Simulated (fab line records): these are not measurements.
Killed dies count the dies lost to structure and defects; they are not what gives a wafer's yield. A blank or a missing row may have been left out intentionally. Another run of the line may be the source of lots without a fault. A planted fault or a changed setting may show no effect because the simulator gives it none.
fab line records	flow nand_harc
record: lots: 13	wafers: 38	last_day: 26
route steps=1159 shown P_CONTACT@232 P_M0@260 END@1159
lots with no fault: from the same line, run without faults
start_h: hours from the record's opening day to when the first of the lot's shown wafers began	wait_h: hours since the lot's step before	" the same as in the row above	L1.1+2: a row that stands for several wafers	- no value present, or no start provided	* or withheld: withheld	< > ~ a bound
route shown NAME@n: a module of which the file shows steps, and the number in the route of the first	usual: mean/standard deviation taken from wafers without a fault	same: alike in all rows	chamber/n: place in a boat	sites: per-site readings	_std_site: standard deviation across them	_edge_site: outer sites' mean less inner sites'	radius_mm: how far each site lies from the wafer's centre	mask NAME#n: copy n	behind: the last tool/chamber to shape the wafer	hold: what put the lot on hold/how long, in hours/how the hold closed	device: whichever transistor did not switch (one of n, p or np)	end of line: tests of these same wafers at the route's end	a step with no rows: only its recipe	killed: dies that structure and defects cost at the first sort, which is not the same as the wafer's yield	map: the dies of a wafer, with x for killed, . for not killed, _ for no die there
set.NAME: the run value of the setting; set.NAME@STEP: its run value at that earlier step	model.NAME: the simulator's own value behind a step, which no gauge read
steps of the route over a sample of lots; a table a step, a row a wafer
services: when a tool's chamber went out of use (start_h, in hours from the record's first day, below 0 if earlier), for how many hours, and the reason
== steps ==
step: NHARC_P_CONTACT_CD_MEAS_12
recipe: target_cd_nm: 90	landing_energy_ev: 500
usual: cd_nm: 89.5/0.75
same: landing_energy_ev: 500
lot.wafer	tool	chamber	start_h	wait_h	cd_nm
L717.1	cd_sem-03	0	111.77	-	88.1
L717.3	"	0	"	"	87.9
L717.6	"	0	"	"	88.7
L720.3	cd_sem-02	0	134.02	-	90.8
L720.5	"	0	"	"	88.4
L720.6	"	0	"	"	90.0
L721.1	cd_sem-03	0	134.91	-	89.4
L721.3	"	0	"	"	89.1
L721.5	"	0	"	"	89.2
L723.1	cd_sem-03	0	151.29	-	91.2
L723.4	"	0	"	"	90.4
L723.5	"	0	"	"	89.8
L725.3	cd_sem-01	0	155.88	-	89.7
L725.5	"	0	"	"	90.1
L725.6	"	0	"	"	90.1
L724.4	cd_sem-03	0	160.53	-	89.0
L724.5	"	0	"	"	90.1
L724.6	"	0	"	"	90.3
L729.3	cd_sem-01	0	187.19	-	89.2
L729.4	"	0	"	"	89.1
L730.1	cd_sem-01	0	188.02	-	88.3
L730.3	"	0	"	"	90.0
L730.5	"	0	"	"	88.7
L734.3	cd_sem-01	0	217.79	-	89.4
L734.4	"	0	"	"	89.0
L734.5	"	0	"	"	89.0
L737.1	cd_sem-01	0	225.78	-	89.5
L737.4	"	0	"	"	90.6
L737.6	"	0	"	"	89.2
L736.4	cd_sem-03	0	226.57	-	89.7
L736.5	"	0	"	"	88.4
L736.6	"	0	"	"	89.3
L738.1	cd_sem-02	0	237.27	-	90.6
L738.2	"	0	"	"	89.8
L738.4	"	0	"	"	88.9
L739.3	cd_sem-01	0	243.17	-	88.7
L739.5	"	0	"	"	89.2
L739.6	"	0	"	"	89.9
step: NHARC_P_CONTACT_CVD_23
recipe: target_thk_a: 2000	temp_c: 300	pressure_torr: 40	wf6_flow_sccm: 40	h2_flow_sccm: 1600	ar_flow_sccm: 1560	time_s: 557	material: W
usual: chamber_pressure_Torr: 39.99/0.086	heater_power_w: 489/57	throttle_valve_pct: 8.3/0.53
lot.wafer	tool	chamber	start_h	wait_h	chamber_pressure_Torr	heater_power_w	throttle_valve_pct
L717.1	cvd_w-02	0	-	-	40.04	557	8.7
L717.3	"	0	"	"	40.02	553	8.5
L717.6	"	0	"	"	40.04	565	8.2
L720.3	cvd_w-02	1	-	-	39.81	486	8.9
L720.5	"	0	"	"	40.10	559	8.4
L720.6	"	1	"	"	39.90	461	8.8
L721.1	cvd_w-02	1	-	-	40.14	470	8.9
L721.3	"	1	"	"	40.00	479	8.5
L721.5	"	0	"	"	40.14	573	8.4
L723.1	cvd_w-01	1	-	-	39.93	408	7.7
L723.4	"	1	"	"	39.90	420	7.3
L723.5	"	0	"	"	39.84	529	8.9
L725.3	cvd_w-02	0	-	-	39.84	561	8.3
L725.5	"	0	"	"	39.96	561	8.2
L725.6	"	1	"	"	39.91	479	8.6
L724.4	cvd_w-01	1	-	-	39.91	415	7.5
L724.5	"	0	"	"	39.85	529	8.7
L724.6	"	1	"	"	40.03	419	7.5
L730.1	cvd_w-02	0	-	-	40.10	568	8.4
L730.3	"	1	"	"	40.10	471	8.6
L730.5	"	0	"	"	40.08	572	8.4
L729.3	cvd_w-01	1	-	-	39.92	406	7.6
L729.4	"	1	"	"	40.04	419	7.5
L734.4	cvd_w-02	1	-	-	39.96	473	8.7
L734.3	"	0	"	"	40.12	568	8.2
L734.5	"	0	"	"	39.96	552	8.3
L737.1	cvd_w-02	1	-	-	39.91	478	9.1
L737.4	"	0	"	"	39.98	565	8.3
L737.6	"	1	"	"	40.07	476	8.9
L736.4	cvd_w-02	1	-	-	39.95	480	9.0
L736.6	"	0	"	"	39.96	541	8.5
L736.5	"	1	"	"	40.01	480	8.7
L738.1	cvd_w-01	0	-	-	40.05	527	9.0
L738.2	"	1	"	"	39.89	419	7.5
L738.4	"	0	"	"	40.00	533	8.6
L739.3	cvd_w-01	1	-	-	40.04	420	7.9
L739.6	"	0	"	"	40.05	523	8.9
L739.5	"	1	"	"	40.02	429	7.4
step: NHARC_P_CONTACT_INSPECT_27
usual: raw_defect_count: 277/110
lot.wafer	tool	chamber	start_h	wait_h	raw_defect_count
L717.1	defect_inspect-02	-	115.74	0.1	259
L717.3	"	-	"	"	338
L717.6	"	-	"	"	252
L720.3	defect_inspect-01	-	140.98	0.1	299
L720.5	"	-	"	"	424
L720.6	"	-	"	"	208
L721.1	defect_inspect-01	-	141.51	0.1	349
L721.3	"	-	"	"	242
L721.5	"	-	"	"	197
L723.1	defect_inspect-01	-	154.57	0.1	309
L723.4	"	-	"	"	410
L723.5	"	-	"	"	337
L725.3	defect_inspect-02	-	159.87	0.1	263
L725.5	"	-	"	"	291
L725.6	"	-	"	"	155
L724.4	defect_inspect-01	-	167.45	0.1	216
L724.5	"	-	"	"	315
L724.6	"	-	"	"	225
L730.1	defect_inspect-02	-	191.37	0.1	139
L730.3	"	-	"	"	154
L730.5	"	-	"	"	341
L729.3	defect_inspect-01	-	191.61	0.1	222
L729.4	"	-	"	"	242
L734.3	defect_inspect-02	-	221.08	0.1	301
L734.4	"	-	"	"	268
L734.5	"	-	"	"	222
L737.1	defect_inspect-01	-	229.15	0.1	229
L737.4	"	-	"	"	243
L737.6	"	-	"	"	235
L736.4	defect_inspect-01	-	238.30	0.1	275
L736.5	"	-	"	"	462
L736.6	"	-	"	"	354
L738.1	defect_inspect-02	-	240.57	0.1	276
L738.2	"	-	"	"	284
L738.4	"	-	"	"	407
L739.3	defect_inspect-02	-	246.47	0.1	84
L739.5	"	-	"	"	169
L739.6	"	-	"	"	108
step: NHARC_P_M0_EXPOSE_06
recipe: na: 1.35	target_cd_nm: 90	dose_mj: 81.28	mask_id: P_M0
usual: exposure_dose_mJ_cm2: 81.30/0.079
lot.wafer	tool	chamber	start_h	wait_h	mask	exposure_dose_mJ_cm2
L717.1	arfi_scanner-01	0	116.38	-	P_M0#0	81.40
L717.3	"	0	"	"	P_M0#0	81.32
L717.6	"	0	"	"	P_M0#0	81.34
L720.3	arfi_scanner-01	0	141.75	-	P_M0#0	81.22
L720.5	"	0	"	"	P_M0#0	81.28
L720.6	"	0	"	"	P_M0#0	81.28
L721.1	arfi_scanner-02	0	142.27	-	P_M0#0	81.27
L721.3	"	0	"	"	P_M0#0	81.22
L721.5	"	0	"	"	P_M0#0	81.40
L723.1	arfi_scanner-03	0	155.21	-	P_M0#0	81.43
L723.4	"	0	"	"	P_M0#0	81.41
L723.5	"	0	"	"	P_M0#0	81.45
L725.3	arfi_scanner-01	0	160.63	-	P_M0#0	81.22
L725.5	"	0	"	"	P_M0#0	81.20
L725.6	"	0	"	"	P_M0#0	81.14
L724.4	arfi_scanner-03	0	168.23	-	P_M0#0	81.35
L724.5	"	0	"	"	P_M0#0	81.36
L724.6	"	0	"	"	P_M0#0	81.23
L730.1	arfi_scanner-03	0	192.13	-	P_M0#0	81.28
L730.3	"	0	"	"	P_M0#0	81.20
L730.5	"	0	"	"	P_M0#0	81.28
L729.3	arfi_scanner-01	0	192.37	-	P_M0#0	81.62
L729.4	"	0	"	"	P_M0#0	81.65
L734.3	arfi_scanner-02	0	221.85	-	P_M0#0	81.23
L734.4	"	0	"	"	P_M0#0	81.20
L734.5	"	0	"	"	P_M0#0	81.28
L737.1	arfi_scanner-02	0	229.78	-	P_M0#0	81.17
L737.4	"	0	"	"	P_M0#0	81.28
L737.6	"	0	"	"	P_M0#0	81.17
L736.4	arfi_scanner-03	0	239.08	-	P_M0#0	81.29
L736.5	"	0	"	"	P_M0#0	81.34
L736.6	"	0	"	"	P_M0#0	81.28
L738.1	arfi_scanner-02	0	241.33	-	P_M0#0	81.21
L738.2	"	0	"	"	P_M0#0	81.29
L738.4	"	0	"	"	P_M0#0	81.34
L739.3	arfi_scanner-03	0	247.24	-	P_M0#0	81.34
L739.5	"	0	"	"	P_M0#0	81.34
L739.6	"	0	"	"	P_M0#0	81.40
step: NHARC_END_SORT_01
recipe: temp_c: 25
usual: defect_limited_yield: 95.4/1.7	killed_at_array: 27/12	killed_at_other: 0.9/1.1	killed_at_periphery: 3.2/2.4	killed_dies: 31/12	killed_open: 3.3/1.7	killed_short: 2.0/1.6	sort_bin_2_pct: 1.5/0.74	sort_bin_3_pct: 0.25/0.22	sort_bin_4_pct: 2.9/1.1	sort_n_pass: 646/12	sort_rim_yield_pct: 97.2/1.8	sort_yield_pct: 95.4/1.7
same: gross_dies: 677	sort_bin_5_pct[%]: 0	sort_bin_6_pct[%]: 0	sort_bin_7_pct[%]: 0	sort_bin_8_pct[%]: 0	sort_rim_n_gross: 106.00
lot.wafer	tool	chamber	start_h	wait_h	defect_limited_yield[%]	killed_at_array	killed_at_other	killed_at_periphery	killed_dies	killed_open	killed_short	sort_bin_2_pct[%]	sort_bin_3_pct[%]	sort_bin_4_pct[%]	sort_n_pass	sort_rim_yield_pct[%]	sort_yield_pct[%]
L717.1	prober-02	0	449.24	2.5	94.8	33	0	2	35	3	1	1.9	0.30	3.0	642	97.2	94.8
L717.3	prober-02	0	450.81	3.1	94.7	30	1	5	36	3	0	2.4	0.15	2.8	641	94.3	94.7
L717.6	prober-02	0	453.17	3.9	93.6	38	0	5	43	5	2	1.5	0.89	4.0	634	93.4	93.6
L721.1	prober-01	0	547.87	2.5	96.8	18	2	2	22	3	1	1.2	0.30	1.8	655	97.2	96.8
L721.3	prober-01	0	549.51	3.1	96.9	19	1	1	21	0	1	0.7	0.15	2.2	656	100.0	96.9
L721.5	prober-01	0	551.15	3.8	97.5	14	2	1	17	0	2	0.4	0	2.1	660	99.1	97.5
L720.3	prober-02	0	549.50	3.1	96.2	19	1	6	26	4	6	0.7	0.15	3.0	651	99.1	96.2
L720.5	prober-02	0	551.11	3.7	96.9	19	0	2	21	3	2	0.9	0.30	1.9	656	100.0	96.9
L720.6	prober-02	0	551.92	4.0	96.5	21	0	3	24	6	3	1.6	0.30	1.6	653	99.1	96.5
L725.3	prober-01	0	557.42	3.1	96.5	20	0	4	24	4	1	0.9	0	2.7	653	98.1	96.5
L725.5	prober-01	0	559.03	3.7	96.3	20	1	4	25	4	1	1.6	0.15	1.9	652	97.2	96.3
L725.6	prober-01	0	559.83	4.0	96.2	21	0	5	26	3	1	1.2	0	2.7	651	98.1	96.2
L723.1	prober-02	0	563.49	2.5	97.3	11	0	7	18	3	2	0.7	0	1.9	659	98.1	97.3
L723.4	prober-02	0	565.88	3.4	96.9	15	2	4	21	4	1	1.0	0	2.1	656	98.1	96.9
L723.5	prober-02	0	566.68	3.7	96.6	12	1	10	23	4	1	1.3	0.15	1.9	654	98.1	96.6
L724.4	prober-01	0	566.06	3.4	95.9	24	1	3	28	1	1	1.2	0.15	2.8	649	97.2	95.9
L724.5	prober-01	0	566.85	3.7	94.5	30	0	7	37	4	0	1.8	0.15	3.5	640	94.3	94.5
L724.6	prober-01	0	567.64	4.0	94.4	37	0	1	38	7	0	1.5	0.15	4.0	639	97.2	94.4
L730.1	prober-01	0	579.11	2.5	96.3	23	1	1	25	3	2	0.7	0.44	2.5	652	99.1	96.3
L730.3	prober-01	0	580.73	3.1	95.6	30	0	0	30	5	1	1.2	0	3.2	647	95.3	95.6
L730.5	prober-01	0	582.34	3.7	96.3	24	1	0	25	3	3	1.5	0.74	1.5	652	98.1	96.3
L729.3	prober-02	0	588.47	3.1	97.3	15	0	3	18	5	0	0.4	0.15	2.1	659	99.1	97.3
L729.4	prober-02	0	589.27	3.4	96.0	22	2	3	27	5	2	1.5	0.44	2.1	650	97.2	96.0
L734.3	prober-01	0	596.30	3.1	91.3	54	1	4	59	3	5	3.0	0.59	5.2	618	97.2	91.3
L734.4	prober-01	0	597.08	3.4	90.1	64	0	3	67	2	3	2.5	1.03	6.4	610	90.6	90.1
L734.5	prober-01	0	597.87	3.6	91.6	54	0	3	57	3	2	2.2	0.30	5.9	620	98.1	91.6
L737.1	prober-01	0	602.49	2.5	96.6	23	0	0	23	5	2	0.7	0.30	2.4	654	96.2	96.6
L737.4	prober-01	0	604.91	3.4	96.6	21	0	2	23	5	5	1.2	0	2.2	654	99.1	96.6
L737.6	prober-01	0	606.52	4.0	97.0	19	0	1	20	5	0	0.7	0.15	2.1	657	96.2	97.0
L738.1	prober-02	0	610.27	2.5	94.1	36	0	4	40	1	2	2.4	0.44	3.1	637	96.2	94.1
L738.2	prober-02	0	611.08	2.8	94.7	34	0	2	36	1	4	1.6	0.44	3.2	641	94.3	94.7
L738.4	prober-02	0	612.70	3.4	94.8	32	0	3	35	0	1	2.2	0	3.0	642	98.1	94.8
L739.3	prober-02	0	619.74	3.1	95.6	25	3	2	30	2	3	2.1	0.30	2.1	647	95.3	95.6
L739.5	prober-02	0	621.35	3.7	95.0	26	3	5	34	6	2	1.8	0.15	3.1	643	97.2	95.0
L739.6	prober-02	0	622.16	4.0	96.2	21	1	4	26	4	5	1.3	0.44	2.1	651	96.2	96.2
L736.4	prober-01	0	628.28	3.3	94.8	32	0	3	35	5	3	2.1	0.30	2.8	642	95.3	94.8
L736.5	prober-01	0	629.05	3.6	96.8	21	1	0	22	4	1	0.3	0.15	2.8	655	93.4	96.8
L736.6	prober-01	0	629.83	3.9	95.3	30	2	0	32	2	4	1.3	0	3.4	645	96.2	95.3
killed by level:class
L717.1 A_CHANNEL_HOLE_D1:chamber_film_flake=14 A_STAIRCASE:chamber_film_flake=8 A_ZERO_WELL:chamber_film_flake=2 A_SGD_CUT:chamber_film_flake=2 A_WL_FILL:chamber_film_flake=2 P_STI:geometric_particle:open=1 A_WL_FILL:geometric_particle:short=1 A_WL_FILL:geometric_particle:open=1
L717.3 A_CHANNEL_HOLE_D1:chamber_film_flake=14 A_STAIRCASE:chamber_film_flake=5 A_SGD_CUT:chamber_film_flake=4 A_ZERO_WELL:chamber_film_flake=3 P_ZERO_WELL:chamber_film_flake=2 P_BONDPAD:chamber_film_flake=2 A_CONTACT:chamber_film_flake=2 P_M1:geometric_particle:open=1
L717.6 A_CHANNEL_HOLE_D1:chamber_film_flake=11 A_SGD_CUT:chamber_film_flake=7 A_STAIRCASE:chamber_film_flake=6 A_ZERO_WELL:chamber_film_flake=4 A_CONTACT:chamber_film_flake=3 A_CHANNEL_FILL_D1:geometric_particle:short=2 P_BONDPAD:chamber_film_flake=2 P_M0:geometric_particle:open=1
L721.1 A_SLIT:chamber_film_flake=10 A_CONTACT:chamber_film_flake=5 THIN_TSV:chamber_film_flake=2 P_CONTACT:geometric_particle:open=1 P_M1:geometric_particle:open=1 A_WL_FILL:geometric_particle:open=1 A_WL_FILL:geometric_particle:short=1 A_ZERO_WELL:chamber_film_flake=1
L720.3 A_CHANNEL_HOLE_D1:chamber_film_flake=8 A_CONTACT:chamber_film_flake=4 A_CHANNEL_FILL_D1:geometric_particle:short=2 P_CONTACT:chamber_film_flake=2 P_CONTACT:geometric_particle:open=1 P_M0:geometric_particle:short=1 P_M0:geometric_particle:open=1 A_ONON_D1:geometric_particle:short=1
L721.3 A_SLIT:chamber_film_flake=12 A_CHANNEL_HOLE_D1:chamber_film_flake=2 A_STAIRCASE:chamber_film_flake=2 A_CONTACT:chamber_film_flake=2 A_CHANNEL_FILL_D1:geometric_particle:short=1 P_GATE:chamber_film_flake=1 THIN_TSV:chamber_film_flake=1
L720.5 A_CHANNEL_HOLE_D1:chamber_film_flake=10 A_CONTACT:chamber_film_flake=5 P_CONTACT:geometric_particle:open=1 A_CHANNEL_FILL_D1:geometric_particle:open=1 A_CHANNEL_FILL_D1:geometric_particle:short=1 A_SGD_CUT:geometric_particle:short=1 A_SGD_CUT:geometric_particle:open=1 P_CONTACT:chamber_film_flake=1
L721.5 A_SLIT:chamber_film_flake=8 A_CHANNEL_FILL_D1:chamber_film_flake=3 A_CONTACT:chamber_film_flake=2 THIN_TSV:chamber_film_flake=2 P_GATE:geometric_particle:short=1 A_CHANNEL_FILL_D1:geometric_particle:short=1
L720.6 A_CHANNEL_HOLE_D1:chamber_film_flake=13 A_WL_FILL:geometric_particle:short=2 P_GATE:geometric_particle:open=1 P_M0:geometric_particle:open=1 A_CHANNEL_FILL_D1:geometric_particle:short=1 A_WL_FILL:geometric_particle:open=1 A_CONTACT:geometric_particle:open=1 A_BLC:geometric_particle:open=1
L725.3 A_CHANNEL_HOLE_D1:chamber_film_flake=12 P_CONTACT:chamber_film_flake=2 A_STAIRCASE:chamber_film_flake=2 P_CONTACT:geometric_particle:open=1 A_SOURCE_PLATE:geometric_particle:open=1 A_CHANNEL_HOLE_D1:geometric_particle:short=1 A_CHANNEL_HOLE_D1:geometric_particle:open=1 A_WL_FILL:geometric_particle:open=1
L725.5 A_CHANNEL_HOLE_D1:chamber_film_flake=13 A_WL_FILL:chamber_film_flake=3 P_M1:chamber_film_flake=2 P_CONTACT:geometric_particle:open=1 A_SOURCE_PLATE:geometric_particle:open=1 A_SGD_CUT:geometric_particle:open=1 A_WL_FILL:geometric_particle:short=1 P_CONTACT:chamber_film_flake=1
L725.6 A_CHANNEL_HOLE_D1:chamber_film_flake=14 P_M1:chamber_film_flake=4 P_CONTACT:geometric_particle:open=1 A_CONTACT:geometric_particle:open=1 A_M0:geometric_particle:short=1 A_M1:geometric_particle:open=1 A_STAIRCASE:chamber_film_flake=1 A_SGD_CUT:chamber_film_flake=1
L723.1 P_CONTACT:chamber_film_flake=3 P_M1:chamber_film_flake=3 A_CHANNEL_HOLE_D1:chamber_film_flake=3 A_STAIRCASE:chamber_film_flake=2 A_CONTACT:chamber_film_flake=2 P_M1:geometric_particle:open=1 A_SOURCE_PLATE:geometric_particle:open=1 A_WL_FILL:geometric_particle:short=1
L723.4 A_CONTACT:chamber_film_flake=4 A_CHANNEL_HOLE_D1:chamber_film_flake=3 A_M0:geometric_particle:open=2 P_M1:chamber_film_flake=2 A_CHANNEL_FILL_D1:chamber_film_flake=2 THIN_TSV:chamber_film_flake=2 P_M0:geometric_particle:open=1 A_WL_FILL:geometric_particle:short=1
L724.4 A_SLIT:chamber_film_flake=13 A_CHANNEL_HOLE_D1:chamber_film_flake=4 P_M1:chamber_film_flake=2 A_CONTACT:chamber_film_flake=2 A_CONTACT:geometric_particle:open=1 A_CONTACT:geometric_particle:short=1 P_CONTACT:chamber_film_flake=1 A_STAIRCASE:chamber_film_flake=1
L723.5 A_CHANNEL_HOLE_D1:chamber_film_flake=4 P_STI:chamber_film_flake=3 P_CONTACT:chamber_film_flake=3 A_CONTACT:chamber_film_flake=3 P_M1:chamber_film_flake=2 P_M0:geometric_particle:open=1 A_SOURCE_PLATE:geometric_particle:open=1 A_CHANNEL_HOLE_D1:geometric_particle:short=1
L724.5 A_SLIT:chamber_film_flake=15 A_CONTACT:chamber_film_flake=6 P_M1:chamber_film_flake=4 P_M1:geometric_particle:open=2 A_STAIRCASE:chamber_film_flake=2 A_WL_FILL:chamber_film_flake=2 A_BONDPAD:chamber_film_flake=2 A_WL_FILL:geometric_particle:open=1
L724.6 A_SLIT:chamber_film_flake=14 A_CONTACT:geometric_particle:open=5 A_CHANNEL_HOLE_D1:chamber_film_flake=4 A_STAIRCASE:chamber_film_flake=4 A_CONTACT:chamber_film_flake=4 A_ZERO_WELL:chamber_film_flake=2 A_ONON_D1:geometric_particle:open=1 A_M1:geometric_particle:open=1
L730.1 A_CHANNEL_HOLE_D1:chamber_film_flake=17 A_STAIRCASE:chamber_film_flake=2 P_GATE:geometric_particle:open=1 A_ONON_D1:geometric_particle:short=1 A_SGD_CUT:geometric_particle:open=1 A_WL_FILL:geometric_particle:short=1 STARTING-WAFER:geometric_particle:open=1 A_CONTACT:chamber_film_flake=1
L730.3 A_CHANNEL_HOLE_D1:chamber_film_flake=17 A_STAIRCASE:chamber_film_flake=4 A_CONTACT:geometric_particle:open=3 A_WL_FILL:geometric_particle:open=2 A_CONTACT:geometric_particle:short=1 A_WL_FILL:chamber_film_flake=1 A_CONTACT:chamber_film_flake=1 A_BLC:chamber_film_flake=1
L730.5 A_CHANNEL_HOLE_D1:chamber_film_flake=13 A_CHANNEL_HOLE_D1:geometric_particle:short=2 A_WL_FILL:chamber_film_flake=2 A_WL_FILL:geometric_particle:open=1 A_CONTACT:geometric_particle:open=1 A_BLC:geometric_particle:open=1 A_M1:geometric_particle:short=1 A_STAIRCASE:chamber_film_flake=1
L729.3 A_CONTACT:chamber_film_flake=5 A_CHANNEL_HOLE_D1:chamber_film_flake=3 A_WL_FILL:geometric_particle:open=2 A_STAIRCASE:chamber_film_flake=2 P_M1:geometric_particle:open=1 A_CONTACT:geometric_particle:open=1 A_BLC:geometric_particle:open=1 P_STI:chamber_film_flake=1
L729.4 A_CHANNEL_HOLE_D1:chamber_film_flake=7 A_STAIRCASE:chamber_film_flake=6 P_GATE:chamber_film_flake=2 A_CONTACT:chamber_film_flake=2 P_CONTACT:geometric_particle:short=1 HYBRID_BOND:chamber_film_flake=1 A_CHANNEL_FILL_D1:geometric_particle:open=1 A_SGD_CUT:geometric_particle:open=1
L734.3 A_SLIT:chamber_film_flake=25 A_CHANNEL_HOLE_D1:chamber_film_flake=18 A_STAIRCASE:chamber_film_flake=4 P_M0:geometric_particle:open=2 A_CONTACT:chamber_film_flake=2 P_GATE:geometric_particle:open=1 P_GATE:geometric_particle:short=1 A_CHANNEL_FILL_D1:geometric_particle:short=1
L734.4 A_CHANNEL_HOLE_D1:chamber_film_flake=31 A_SLIT:chamber_film_flake=20 A_STAIRCASE:chamber_film_flake=5 A_CONTACT:chamber_film_flake=3 P_GATE:geometric_particle:short=1 A_WL_FILL:geometric_particle:short=1 A_CONTACT:geometric_particle:open=1 A_BLC:geometric_particle:short=1
L734.5 A_CHANNEL_HOLE_D1:chamber_film_flake=22 A_SLIT:chamber_film_flake=19 A_CONTACT:chamber_film_flake=6 P_BONDPAD:chamber_film_flake=3 A_CONTACT:geometric_particle:open=2 A_CHANNEL_FILL_D1:geometric_particle:open=1 A_WL_FILL:geometric_particle:short=1 A_BLC:geometric_particle:short=1
L737.1 A_CHANNEL_HOLE_D1:chamber_film_flake=8 A_STAIRCASE:chamber_film_flake=6 A_CHANNEL_HOLE_D1:geometric_particle:open=2 A_CHANNEL_FILL_D1:geometric_particle:open=1 A_CHANNEL_FILL_D1:geometric_particle:short=1 A_SGD_CUT:geometric_particle:open=1 A_SGD_CUT:geometric_particle:short=1 A_M0:geometric_particle:open=1
L737.4 A_CHANNEL_HOLE_D1:chamber_film_flake=6 A_WL_FILL:geometric_particle:short=3 A_STAIRCASE:chamber_film_flake=3 A_WL_FILL:chamber_film_flake=2 A_CONTACT:chamber_film_flake=2 P_CONTACT:geometric_particle:open=1 P_M0:geometric_particle:open=1 A_ONON_D1:geometric_particle:open=1
L737.6 A_STAIRCASE:chamber_film_flake=6 A_CHANNEL_HOLE_D1:chamber_film_flake=3 A_CONTACT:geometric_particle:open=2 A_WL_FILL:chamber_film_flake=2 A_CONTACT:chamber_film_flake=2 A_ONON_D1:geometric_particle:open=1 A_CHANNEL_FILL_D1:geometric_particle:open=1 A_SGD_CUT:geometric_particle:open=1
L738.1 A_CHANNEL_HOLE_D1:chamber_film_flake=24 A_CONTACT:chamber_film_flake=7 A_STAIRCASE:chamber_film_flake=3 P_ZERO_WELL:chamber_film_flake=2 P_M0:geometric_particle:open=1 P_M0:geometric_particle:short=1 A_M0:geometric_particle:short=1 A_CHANNEL_FILL_D1:chamber_film_flake=1
L738.2 A_CHANNEL_HOLE_D1:chamber_film_flake=20 A_CONTACT:chamber_film_flake=5 A_M0:geometric_particle:short=2 A_STAIRCASE:chamber_film_flake=2 P_GATE:geometric_particle:open=1 A_ONON_D1:geometric_particle:short=1 A_WL_FILL:geometric_particle:short=1 P_GATE:chamber_film_flake=1
L738.4 A_CHANNEL_HOLE_D1:chamber_film_flake=19 A_CONTACT:chamber_film_flake=8 A_STAIRCASE:chamber_film_flake=3 P_ZERO_WELL:chamber_film_flake=2 A_ONON_D1:geometric_particle:short=1 P_GATE:chamber_film_flake=1 A_CHANNEL_FILL_D1:chamber_film_flake=1
L739.3 A_CHANNEL_HOLE_D1:chamber_film_flake=7 A_STAIRCASE:chamber_film_flake=7 A_CONTACT:chamber_film_flake=4 THIN_TSV:chamber_film_flake=3 A_ONON_D1:geometric_particle:short=2 P_GATE:chamber_film_flake=2 A_ONON_D1:geometric_particle:open=1 A_WL_FILL:geometric_particle:open=1
L739.5 A_CHANNEL_HOLE_D1:chamber_film_flake=12 A_STAIRCASE:chamber_film_flake=5 THIN_TSV:chamber_film_flake=3 P_GATE:chamber_film_flake=2 A_CONTACT:chamber_film_flake=2 P_CONTACT:geometric_particle:open=1 P_M0:geometric_particle:open=1 P_M2:geometric_particle:open=1
L739.6 A_CHANNEL_HOLE_D1:chamber_film_flake=9 A_ONON_D1:geometric_particle:short=3 A_STAIRCASE:chamber_film_flake=3 P_M1:geometric_particle:open=2 A_CONTACT:chamber_film_flake=2 P_M0:geometric_particle:open=1 A_SOURCE_PLATE:geometric_particle:short=1 A_CONTACT:geometric_particle:short=1
L736.4 A_CONTACT:chamber_film_flake=10 A_CHANNEL_HOLE_D1:chamber_film_flake=9 A_STAIRCASE:chamber_film_flake=6 A_WL_FILL:chamber_film_flake=2 P_CONTACT:geometric_particle:open=1 P_M0:geometric_particle:open=1 P_M0:geometric_particle:short=1 A_CHANNEL_FILL_D1:geometric_particle:short=1
L736.5 A_STAIRCASE:chamber_film_flake=7 A_CHANNEL_HOLE_D1:chamber_film_flake=3 A_CONTACT:chamber_film_flake=3 A_BLC:geometric_particle:open=2 A_WL_FILL:chamber_film_flake=2 A_SLIT:geometric_particle:open=1 A_CONTACT:geometric_particle:short=1 A_M1:geometric_particle:open=1
L736.6 A_CHANNEL_HOLE_D1:chamber_film_flake=11 A_CONTACT:chamber_film_flake=6 A_STAIRCASE:chamber_film_flake=3 A_CHANNEL_FILL_D1:geometric_particle:short=2 A_ZERO_WELL:chamber_film_flake=2 A_WL_FILL:chamber_film_flake=2 THIN_TSV:chamber_film_flake=2 A_ONON_D1:geometric_particle:short=1
== services ==
tool	chamber	start_h	hours	kind
arfi_scanner-01	-	102.93	0.3	repair
cvd_w-01	-	115.08	13.0	pm
cvd_w-01	0	115.08	13.0	vent_cycle
cvd_w-01	1	115.08	13.0	vent_cycle
arfi_scanner-01	-	116.44	1.5	repair
cvd_w-01	0	128.08	-	clean
cvd_w-01	1	128.08	-	clean
arfi_scanner-03	-	140.02	4.0	pm
arfi_scanner-01	-	145.34	1.3	repair
arfi_scanner-02	-	147.10	2.1	repair
arfi_scanner-03	-	175.83	2.7	repair
cvd_w-01	0	179.32	10.8	repair
arfi_scanner-01	-	196.00	4.0	pm
cvd_w-02	-	199.55	13.0	pm
cvd_w-02	0	199.55	13.0	vent_cycle
cvd_w-02	1	199.55	13.0	vent_cycle
cvd_w-02	0	212.55	-	clean
cvd_w-02	1	212.55	-	clean
cvd_w-01	0	223.78	6.5	repair
arfi_scanner-03	-	242.47	0.5	repair
== key ==
first_sign: step: NHARC_P_M0_EXPOSE_06	reading: exposure_dose_mJ_cm2	direction: up	sigmas: 4.3	usual: 81.30	struck: 81.64
effect none on later readings
met_at NHARC_P_M0_EXPOSE_06
struck_lots L729
loop_trim: step: NHARC_P_M0_EXPOSE_06	setting: dose	lots: L729
not_acting_at NHARC_P_CONTACT_CD_MEAS_12,NHARC_P_CONTACT_CVD_23,NHARC_P_CONTACT_INSPECT_27
onset_between 160.63 192.37
fault: kind: process_parameter_drift	tool: arfi_scanner-01	chamber: -	onset_h: 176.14	steps: NHARC_P_M0_EXPOSE_06	channel: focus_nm	offset: 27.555	spread_by_wafer: 0.3	shape: step
loop_trim: a control loop set the setting to another value than it would have without faults
